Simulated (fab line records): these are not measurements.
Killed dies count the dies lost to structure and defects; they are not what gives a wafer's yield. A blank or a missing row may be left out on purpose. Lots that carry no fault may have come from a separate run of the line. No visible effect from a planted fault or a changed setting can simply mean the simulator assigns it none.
Split-lot study | flow n5-finfet | 21 wafers read across 7 lots, on a route 1938 steps long

ON THE SPLIT
At N5_BEOL_M1_ETCH_70 (etches SOC in N2/H2, target depth 80 nm, overetch 16 nm, time 120 s), the setting time-s was moved away from the recipe's 120 s on 6 of the 21 wafers read, by -12.7% to +16.9%. This setting was run at the recipe's value on the other wafers.

The reading is taken at the split's own step.

THE READING
SiARC_of_BEOL_M1_COAT_68.thk-nm (the simulator's own value, which no gauge read), in nm, at N5_BEOL_M1_ETCH_70 (etches SOC in N2/H2, target depth 80 nm, overetch 16 nm, time 120 s). There is no usual value for it anywhere in the file. Here, 15 wafers ran the recipe; their average is 6.3 nm with a standard deviation of 0.2 nm.

wafer  | tool, chamber at the split | time-s as run, s | against the recipe | SiARC_of_BEOL_M1_COAT_68.thk-nm, nm | against lot-mates on the recipe
L074.1 | rie-diel-05, 2             | 120              | recipe             | 6                                   | -
L074.3 | rie-diel-05, 1             | 120              | recipe             | 6.2                                 | -
L074.6 | rie-diel-05, 3             | 108.4            | -9.7%              | 7                                   | +0.9
L078.3 | rie-diel-05, 1             | 131.8            | +9.8%              | 5.6                                 | -0.8
L078.4 | rie-diel-05, 2             | 131.8            | +9.8%              | 5.4                                 | -1.0
L078.6 | rie-diel-05, 3             | 120              | recipe             | 6.4                                 | -
L081.1 | rie-diel-06, 0             | 120              | recipe             | 6.2                                 | -
L081.4 | rie-diel-06, 2             | 120              | recipe             | 6.4                                 | -
L081.6 | rie-diel-06, 2             | 120              | recipe             | 6.4                                 | -
L084.2 | rie-diel-06, 2             | 120              | recipe             | 6.4                                 | -
L084.3 | rie-diel-06, 0             | 120              | recipe             | 6.2                                 | -
L084.5 | rie-diel-06, 0             | 140.3            | +16.9%             | 5.2                                 | -1.1
L087.4 | rie-diel-05, 1             | 120              | recipe             | 6.2                                 | -
L087.5 | rie-diel-05, 2             | 120              | recipe             | 6                                   | -
L087.6 | rie-diel-05, 0             | 120              | recipe             | 6.4                                 | -
L093.1 | rie-diel-06, 0             | 120              | recipe             | 6.2                                 | -
L093.2 | rie-diel-06, 1             | 104.7            | -12.7%             | 7                                   | +0.6
L093.6 | rie-diel-06, 3             | 120              | recipe             | 6.6                                 | -
L092.3 | rie-diel-02, 1             | 120              | recipe             | 6.8                                 | -
L092.5 | rie-diel-02, 1             | 133.2            | +11.0%             | 6.2                                 | -0.4
L092.6 | rie-diel-02, 0             | 120              | recipe             | 6.4                                 | -

THE FIT
A straight line over all 21 wafers: SiARC_of_BEOL_M1_COAT_68.thk-nm changes by -0.0603 nm for each +1% of time-s; r = -0.86; the points scatter about the line by 0.24 nm.
The same after taking each lot's own level away (the mean of its wafers on the recipe; 21 wafers): -0.0664 nm for each +1%; r = -0.92; scatter 0.19 nm.
Per that fit: largest time-s move, reading shift of 1.1 nm.
The lots' own levels span 6.10 to 6.60 nm, that is 2.5 times the standard deviation above.
The two slopes are in agreement: the lot-to-lot level therefore moves the slope only a little.
Check: -1.15 nm against its lot-mates is what the line predicts for one of the wafers moved furthest among these (+16.9%) when that wafer is left out of the fit. It came out at -1.1 nm against them.

THESE WAFERS: OTHER SPLITS
Other splits were also applied to these wafers ahead of the reading. Each is held against what the fit with the lots' levels taken away leaves over:
other split on the same wafers              | wafers away from the commonest value | r with SiARC_of_BEOL_M1_COAT_68.thk-nm (lot level and that fit taken away)
N5_SDB_EXPOSE_08 dose-mj                    | 7                                    | -0.40
N5_HKMG_FIN_ALD_72 ald-cycles               | 10                                   | +0.20
N5_MOL_CONTACT_COAG_COAT_76 spin-rpm        | 7                                    | -0.09
N5_MOL_CONTACT_COAG_ALD_133 ald-cycles      | 7                                    | -0.07
N5_MOL_CONTACT_COAG_VIA_ETCH_117 bias-w     | 5                                    | -0.06
N5_BEOL_M0_SAQP_SPACER2_ALD_26 target-thk-a | 9                                    | -0.18
N5_BEOL_M0_SAQP_COAT_87 temp-c              | 7                                    | -0.15
N5_BEOL_M1_DESCUM_33 time-s                 | 7                                    | +0.35

FILE'S OWN FIT
SiARC_of_BEOL_M1_COAT_68.thk-nm changes by -0.0634 nm for each +1% of time-s, r = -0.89.
